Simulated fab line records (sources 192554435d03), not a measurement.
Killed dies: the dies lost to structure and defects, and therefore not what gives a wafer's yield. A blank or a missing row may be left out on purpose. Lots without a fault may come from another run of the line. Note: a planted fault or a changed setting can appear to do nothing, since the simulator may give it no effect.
Chamber matching :: flow n5Finfet :: N5_BEOL_M4_CMP_52 on cmp-01 has 4 sister chambers
The step polishes, stops on SiOC, t overpolish 6.8 s, target thk 40 nm. 18 wafers are shown with their chamber, then 9 later ones without.

## WAFERS, EACH WITH ITS CHAMBER
wafer: L074.1
chamber: 2
motorCurrentA (A): 6.6
timeToEndpointS (s): 61
barrierFieldEndpointS (s): 23.7

wafer: L074.2
chamber: 1
motorCurrentA (A): 5.3
timeToEndpointS (s): 60
barrierFieldEndpointS (s): 23.7

wafer: L074.4
chamber: 3
motorCurrentA (A): 5.2
timeToEndpointS (s): 50
barrierFieldEndpointS (s): 23.0

wafer: L076.1
chamber: 3
motorCurrentA (A): 5.3
timeToEndpointS (s): 59
barrierFieldEndpointS (s): 24.2

wafer: L076.2
chamber: 2
motorCurrentA (A): 6.6
timeToEndpointS (s): 63
barrierFieldEndpointS (s): 24.4

wafer: L076.4
chamber: 1
motorCurrentA (A): 5.6
timeToEndpointS (s): 65
barrierFieldEndpointS (s): 24.7

wafer: L078.2
chamber: 3
motorCurrentA (A): 5.6
timeToEndpointS (s): 57
barrierFieldEndpointS (s): 23.8

wafer: L078.3
chamber: 0
motorCurrentA (A): 6.9
timeToEndpointS (s): 66
barrierFieldEndpointS (s): 25.2

wafer: L078.5
chamber: 3
motorCurrentA (A): 5.6
timeToEndpointS (s): 59
barrierFieldEndpointS (s): 24.1

wafer: L079.1
chamber: 0
motorCurrentA (A): 6.5
timeToEndpointS (s): 60
barrierFieldEndpointS (s): 23.8

wafer: L079.2
chamber: 1
motorCurrentA (A): 5.1
timeToEndpointS (s): 61
barrierFieldEndpointS (s): 23.3

wafer: L079.6
chamber: 3
motorCurrentA (A): 5.4
timeToEndpointS (s): 55
barrierFieldEndpointS (s): 23.0

wafer: L082.1
chamber: 0
motorCurrentA (A): 7.0
timeToEndpointS (s): 65
barrierFieldEndpointS (s): 24.2

wafer: L082.2
chamber: 1
motorCurrentA (A): 5.6
timeToEndpointS (s): 64
barrierFieldEndpointS (s): 24.2

wafer: L082.6
chamber: 2
motorCurrentA (A): 6.6
timeToEndpointS (s): 63
barrierFieldEndpointS (s): 24.1

wafer: L085.1
chamber: 3
motorCurrentA (A): 5.4
timeToEndpointS (s): 56
barrierFieldEndpointS (s): 22.7

wafer: L085.3
chamber: 1
motorCurrentA (A): 5.5
timeToEndpointS (s): 58
barrierFieldEndpointS (s): 23.2

wafer: L085.5
chamber: 3
motorCurrentA (A): 5.6
timeToEndpointS (s): 52
barrierFieldEndpointS (s): 22.6

SIGNATURES (averages over the wafers above)
reading: motorCurrentA
chamber 0: 6.800
chamber 1: 5.420
chamber 2: 6.600
chamber 3: 5.443
scatter within a chamber: 0.186

reading: timeToEndpointS
chamber 0: 63.67
chamber 1: 61.60
chamber 2: 62.33
chamber 3: 55.43
scatter within a chamber: 3

reading: barrierFieldEndpointS
chamber 0: 24.400
chamber 1: 23.820
chamber 2: 24.067
chamber 3: 23.343
scatter within a chamber: 0.632
Rule: a wafer lies at a distance from a chamber equal to the root of the sum of squares, over the readings, of (its reading less the chamber's mean, divided by the reading's scatter). The wafer belongs to the nearest chamber; if the next one is less than 2 further off, it can't be placed. The scatter is the square root of a quotient: the sum, over the shown wafers, of each reading's squared deviation from its chamber's mean, divided by wafers minus chambers.

## WAFERS WITHOUT THEIR CHAMBER
wafer: L093.1
motorCurrentA (A): 5.3
timeToEndpointS (s): 58
barrierFieldEndpointS (s): 22.8

wafer: L093.5
motorCurrentA (A): 6.4
timeToEndpointS (s): 59
barrierFieldEndpointS (s): 24.3

wafer: L093.6
motorCurrentA (A): 5.3
timeToEndpointS (s): 60
barrierFieldEndpointS (s): 23.9

wafer: L094.2
motorCurrentA (A): 5.2
timeToEndpointS (s): 59
barrierFieldEndpointS (s): 23.6

wafer: L094.4
motorCurrentA (A): 6.6
timeToEndpointS (s): 58
barrierFieldEndpointS (s): 24.0

wafer: L094.6
motorCurrentA (A): 5.3
timeToEndpointS (s): 57
barrierFieldEndpointS (s): 23.4

wafer: L097.2
motorCurrentA (A): 5.3
timeToEndpointS (s): 62
barrierFieldEndpointS (s): 23.3

wafer: L097.3
motorCurrentA (A): 7.2
timeToEndpointS (s): 68
barrierFieldEndpointS (s): 24.8

wafer: L097.4
motorCurrentA (A): 5.4
timeToEndpointS (s): 55
barrierFieldEndpointS (s): 23.6

## CHAMBER TAKEN BY EACH
wafer: L093.1
from the rows above: can't be placed: 3 or 1
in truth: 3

wafer: L093.5
from the rows above: can't be placed: 2 or 0
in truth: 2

wafer: L093.6
from the rows above: can't be placed: 1 or 3
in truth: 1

wafer: L094.2
from the rows above: can't be placed: 1 or 3
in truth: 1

wafer: L094.4
from the rows above: can't be placed: 2 or 0
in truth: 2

wafer: L094.6
from the rows above: can't be placed: 3 or 1
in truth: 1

wafer: L097.2
from the rows above: can't be placed: 1 or 3
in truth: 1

wafer: L097.3
from the rows above: can't be placed: 0 or 2
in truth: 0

wafer: L097.4
from the rows above: can't be placed: 3 or 1
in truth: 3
Correct placement for 0 of the 9. Unplaceable from these rows: 9, with the true chamber sitting among the candidates in 9. Wrongly placed: 0.
